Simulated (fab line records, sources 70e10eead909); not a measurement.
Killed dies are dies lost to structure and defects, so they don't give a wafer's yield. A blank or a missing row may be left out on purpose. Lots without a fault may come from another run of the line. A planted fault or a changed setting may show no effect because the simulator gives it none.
Chamber matching | flow nand_harc | NHARC_A_CHANNEL_FILL_D1_ALD_16 on ald_hk-02: 4 sister chambers
The step deposits SiO2, target thk 1.5 nm, pulse time 10 s, ald cycles 15. 18 wafers are shown with their chamber, then 9 later ones without.

WAFERS WITH THEIR CHAMBER
wafer  | chamber | heater_power_w (W) | precursor_pulse_height_rel
L074.3 | 3       | 476                | 0.989
L074.4 | 1       | 474                | 1.040
L074.5 | 2       | 450                | 1.012
L075.1 | 2       | 456                | 0.960
L075.2 | 0       | 494                | 1.018
L075.5 | 2       | 461                | 1.023
L080.3 | 1       | 477                | 0.999
L080.4 | 3       | 474                | 1.036
L080.6 | 1       | 485                | 0.992
L082.1 | 2       | 450                | 1.009
L082.2 | 0       | 500                | 1.002
L082.3 | 3       | 487                | 0.996
L087.3 | 0       | 498                | 0.978
L087.4 | 2       | 452                | 0.970
L087.6 | 3       | 467                | 1.001
L090.3 | 3       | 451                | 0.962
L090.4 | 0       | 502                | 1.019
L090.5 | 0       | 475                | 0.987

SIGNATURES (means of the wafers above)
reading                    | chamber 0 | chamber 1 | chamber 2 | chamber 3 | scatter within a chamber
heater_power_w             | 493.80    | 478.67    | 453.80    | 471.00    | 9.77
precursor_pulse_height_rel | 1.00080   | 1.01033   | 0.99480   | 0.99680   | 0.0248
Rule: a wafer's distance from a chamber is the root of the sum, over the readings, of the square of ((its reading less the chamber's mean) divided by the reading's scatter). The wafer belongs to the nearest chamber; if the next one is less than 2 further off, it can't be placed. The scatter: the root of (the sum of the squares of (reading less its chamber's mean) over the shown wafers, divided by (wafers less chambers)).

WAFERS WITHOUT THEIR CHAMBER
wafer  | heater_power_w (W) | precursor_pulse_height_rel
L092.1 | 479                | 0.996
L092.2 | 449                | 1.037
L092.3 | 484                | 1.008
L093.1 | 482                | 0.986
L093.4 | 496                | 1.016
L093.5 | 499                | 0.983
L096.1 | 494                | 0.979
L096.2 | 492                | 0.987
L096.5 | 490                | 1.011

WHICH CHAMBER EACH WENT THROUGH
wafer  | from the rows above               | in truth
L092.1 | can't be placed: 1 or 3 or 0      | 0
L092.2 | can't be placed: 2 or 3 or 1      | 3
L092.3 | can't be placed: 1 or 0 or 3      | 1
L093.1 | can't be placed: 1 or 3 or 0 or 2 | 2
L093.4 | can't be placed: 0 or 1           | 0
L093.5 | can't be placed: 0 or 1           | 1
L096.1 | can't be placed: 0 or 1 or 3      | 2
L096.2 | can't be placed: 0 or 1 or 3      | 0
L096.5 | can't be placed: 0 or 1 or 3      | 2
Placed correctly: 0 of 9. Can't be placed from these rows: 9 (the true chamber is among the candidates in 7). Placed wrongly: 0.
